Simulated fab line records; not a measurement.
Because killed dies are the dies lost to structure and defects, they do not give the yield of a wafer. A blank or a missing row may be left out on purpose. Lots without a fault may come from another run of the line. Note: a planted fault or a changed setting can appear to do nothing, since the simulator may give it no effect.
Chamber matching    flow nand-harc    NHARC_A_ONON_D1_DEP_33 on pecvd-01: 3 sister chambers
The step deposits SiO2, target thk 200 nm. 3 wafers are shown with their chamber, then 9 later ones without.

## WAFERS PAIRED WITH THEIR CHAMBERS
wafer   chamber  heater-power-w (W)
L086.1  1        441
L090.1  2        555
L090.6  0        783

## WAFERS MISSING THEIR CHAMBER
wafer   heater-power-w (W)
L094.1  452
L094.4  580
L094.5  466
L095.1  828
L095.5  441
L095.6  853
L097.1  485
L097.3  818
L097.6  511

## THE CHAMBER EACH PASSED THROUGH
wafer    from the rows above       in truth
L094.1   1                         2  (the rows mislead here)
L094.4   2                         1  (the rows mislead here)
L094.5   can't be placed: 1 or 2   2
L095.1   0                         0
L095.5   1                         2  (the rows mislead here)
L095.6   0                         0
L097.1   can't be placed: 1 or 2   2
L097.3   0                         0
L097.6   can't be placed: 2 or 1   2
Correctly placed: 3 of 9. Unplaceable from these rows: 3, with the true chamber sitting among the candidates in 3. Number placed wrongly: 3.
How it was worked out, from the rows above alone: a wafer's distance from a chamber is the root of the sum, over the readings, of the square of ((its reading less the chamber's mean) divided by the reading's scatter). The wafer belongs to the nearest chamber; if the next one is less than 2 further off, it can't be placed. The mean given for a chamber averages the wafers shown for that chamber. The scatter: root of mean squared gap, hidden wafer to nearest shown wafer, with one shown wafer a chamber.
